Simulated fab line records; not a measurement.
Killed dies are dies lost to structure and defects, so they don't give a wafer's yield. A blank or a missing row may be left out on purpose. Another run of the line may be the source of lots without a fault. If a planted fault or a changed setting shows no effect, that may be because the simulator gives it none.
3 desks looking at one fault | flow nand harc | what lay behind the numbers comes last; until then each desk has only its own

## THE DEFECT DESK
Per lot, the means of the sampled wafers with a number show what the inspections along the route counted. A lot is out of limits, marked OUT, if its mean lies more than 4 standard deviations from the usual mean; the brackets give that distance.
Columns: A = raw defect count at NHARC_A_BONDPAD_INSPECT_23, usual 496
lot  | first seen here | A
L236 | day 18 18:05    | 316
L234 | day 18 19:45    | 465
L238 | day 19 07:19    | 513
L237 | day 19 08:32    | 400
L242 | day 20 18:00    | 325
L245 | day 20 18:47    | 471
L244 | day 20 19:42    | 580
L247 | day 21 09:02    | 478
L246 | day 21 15:43    | 644
L250 | day 22 11:41    | 490
L252 | day 22 18:19    | 587
This desk's verdict: no lot among the 11 shows anything out of limits.

## THE TOOL OWNER'S DESK: krf scanner-04
The tool's own readings at NHARC_THIN_TSV_EXPOSE_09 (exposes mask TSV): means of the sampled wafers that have a number, for each lot that ran on this tool. A lot is out of limits, marked OUT, if its mean lies more than 4 standard deviations from the usual mean; the brackets give that distance.
Columns: A = exposure dose mJ cm2 at NHARC_THIN_TSV_EXPOSE_09, usual 30.70
lot  | first seen here | A
L242 | day 21 06:31    | 30.72
L245 | day 21 08:59    | 30.74
L247 | day 21 22:47    | 30.69
L246 | day 22 04:20    | 19.87 (-99 or more) OUT
L250 | day 22 21:41    | 19.87 (-99 or more) OUT
Finding of this desk: L246, L250 out of limits; the first was L246 at day 22 04:20, on exposure dose mJ cm2 at NHARC_THIN_TSV_EXPOSE_09. Within limits: L242, L245, L247.

## AT THE METROLOGY DESK
Means of the sampled wafers that have a number, per lot and without regard to the tool the lot ran on: this is what the gauges read. A lot is out of limits, marked OUT, if its mean lies more than 4 standard deviations from the usual mean; the brackets give that distance.
Columns: A = cd nm at NHARC_THIN_TSV_CD_MEAS_12, usual 1000.5 nm; B = cd nm at NHARC_THIN_TSV_CD_MEAS_37, usual 4999.3 nm
lot  | first seen here | A                | B
L236 | day 19 08:53    | 1001.5           | 4997.6
L234 | day 19 12:53    | 1000.6           | 5001.7
L238 | day 19 20:17    | 1001.8           | 5001.4
L237 | day 19 21:29    | 1001.8           | 5002.9
L242 | day 21 06:40    | 999.1            | 4999.9
L245 | day 21 09:09    | 999.1            | 4998.9
L244 | day 21 10:31    | 1001.1           | 5002.0
L247 | day 21 22:56    | 999.4            | 4996.7
L246 | day 22 04:29    | 992.8 (-4.3) OUT | 4992.4
L250 | day 22 21:50    | 991.4 (-5.1) OUT | 4987.2 (-4.6) OUT
L252 | day 23 05:55    | 1004.2           | 5001.4
Finding of this desk: L246, L250 out of limits; the first was L246 at day 22 04:29, on cd nm at NHARC_THIN_TSV_CD_MEAS_12. Within limits: L236, L234, L238, L237, L242, L245, L244, L247, L252.

## BROUGHT TOGETHER
On L246, L250, at day 22 04:20, an alarm was possible from the tool owner's desk.
Metrology desk: alarm possible at day 22 04:29 on L246, L250.
Nothing out of limits was seen by the defect desk.
The defect desk has L246, L250 on record, within its limits.
On krf scanner-04, each named lot ran NHARC_THIN_TSV_EXPOSE_09.

## WHAT WAS PUT IN BY THE SIMULATOR
Process parameter drift: krf scanner-04, from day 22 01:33 on, at NHARC_THIN_TSV_EXPOSE_09. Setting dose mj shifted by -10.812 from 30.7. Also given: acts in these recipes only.
Struck lots among those shown: L246, L250.
Delay (hours) between the fault's onset and each desk's first out-of-limits reading: 3 at the tool owner's desk, 3 at the metrology desk.
